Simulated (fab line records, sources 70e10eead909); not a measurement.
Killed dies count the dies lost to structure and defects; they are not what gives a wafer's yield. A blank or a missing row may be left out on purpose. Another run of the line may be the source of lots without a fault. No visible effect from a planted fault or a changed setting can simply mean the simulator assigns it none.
Matching of chambers + flow nandHarc + rieDiel-11 running NHARC_P_BONDPAD_ACTIVATE_29: 4 sister chambers
The step chemistry N2, time 60 s. 8 wafers are shown with their chamber, then 12 later ones without.

## WAFERS WITH THEIR CHAMBER
| wafer  | chamber | showerheadPlenumPTorr (Torr) | drypumpMotorCurrentA (A) |
|--------|---------|------------------------------|--------------------------|
| L090.4 | 3       | 1.72                         | 5.2                      |
| L090.6 | 2       | 1.76                         | 5.0                      |
| L091.2 | 2       | 1.76                         | 5.1                      |
| L091.4 | 0       | 1.71                         | 5.7                      |
| L091.6 | 0       | 1.72                         | 5.7                      |
| L091.1 | 1       | 1.66                         | 5.9                      |
| L091.3 | 3       | 1.72                         | 5.2                      |
| L091.5 | 1       | 1.66                         | 5.9                      |

## WAFERS MISSING THEIR CHAMBER
| wafer  | showerheadPlenumPTorr (Torr) | drypumpMotorCurrentA (A) |
|--------|------------------------------|--------------------------|
| L092.3 | 1.72                         | 5.7                      |
| L092.4 | 1.76                         | 5.1                      |
| L092.6 | 1.66                         | 5.9                      |
| L094.1 | 1.66                         | 5.9                      |
| L094.2 | 1.76                         | 5.1                      |
| L094.5 | 1.76                         | 5.0                      |
| L096.2 | 1.71                         | 5.7                      |
| L096.3 | 1.72                         | 5.2                      |
| L096.5 | 1.71                         | 5.7                      |
| L097.3 | 1.72                         | 5.1                      |
| L097.4 | 1.71                         | 5.7                      |
| L097.5 | 1.72                         | 5.2                      |

## WHICH CHAMBER EACH WENT THROUGH
| wafer  | from the rows above | in truth |
|--------|---------------------|----------|
| L092.3 | 0                   | 0        |
| L092.4 | 2                   | 2        |
| L092.6 | 1                   | 1        |
| L094.1 | 1                   | 1        |
| L094.2 | 2                   | 2        |
| L094.5 | 2                   | 2        |
| L096.2 | 0                   | 0        |
| L096.3 | 3                   | 3        |
| L096.5 | 0                   | 0        |
| L097.3 | 3                   | 3        |
| L097.4 | 0                   | 0        |
| L097.5 | 3                   | 3        |
12 of 12 placed correctly. Left unplaced by these rows: 0. Placed wrongly: 0.
How it was worked out, from the rows above alone: a wafer's distance from a chamber is the root of the sum, over the readings, of the square of ((its reading less the chamber's mean) divided by the reading's scatter). If the next closest chamber is less than 2 further off than the closest, the wafer can't be placed; otherwise it belongs to the closest. The mean given for a chamber averages the wafers shown for that chamber. How the scatter is found: for the shown wafers, subtract from each reading the mean of its chamber, square and add these, divide the total by (wafers less chambers), then take the root.
